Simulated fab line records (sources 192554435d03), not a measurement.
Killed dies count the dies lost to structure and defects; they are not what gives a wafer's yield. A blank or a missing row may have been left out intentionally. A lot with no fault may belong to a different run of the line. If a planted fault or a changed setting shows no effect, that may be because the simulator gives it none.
Chamber matching    flow n5 finfet    N5_FIN_SAQP_ETCH_65 on rie si-03 has 4 sister chambers
The step etches SiO2 in CF4, target depth 4 nm, time 4.4 s. 8 wafers are shown with their chamber, then 7 later ones without.

WAFERS PAIRED WITH THEIR CHAMBERS
wafer   chamber  drypump motor current A (A)  throttle valve pct (%)
L544.5  1        6.1                          22.08
L547.4  3        5.4                          21.80
L549.3  0        5.9                          21.58
L549.4  3        5.4                          21.80
L550.2  1        6.1                          22.10
L550.5  2        6.2                          21.89
L553.1  0        5.9                          21.58
L553.2  2        6.1                          21.87

WAFERS WITHOUT THEIR CHAMBER
wafer   drypump motor current A (A)  throttle valve pct (%)
L553.4  6.1                          22.09
L554.1  6.2                          21.87
L554.2  5.4                          21.78
L554.6  6.1                          22.10
L558.1  6.1                          22.08
L558.2  5.4                          21.81
L558.5  5.9                          21.59

THE CHAMBER EACH PASSED THROUGH
wafer   from the rows above  in truth
L553.4  1                    1
L554.1  2                    2
L554.2  3                    3
L554.6  1                    1
L558.1  1                    1
L558.2  3                    3
L558.5  0                    0
Correctly placed: 7 of 7. Number that these rows cannot place: 0. Placed wrongly: 0.
How it was worked out, from the rows above alone: a wafer's distance from a chamber is the root of the sum, over the readings, of the square of ((its reading less the chamber's mean) divided by the reading's scatter). The wafer belongs to the nearest chamber; if the next one is less than 2 further off, it can't be placed. Each chamber's mean is taken over the wafers shown for it. How the scatter is found: for the shown wafers, subtract from each reading the mean of its chamber, square and add these, divide the total by (wafers less chambers), then take the root.
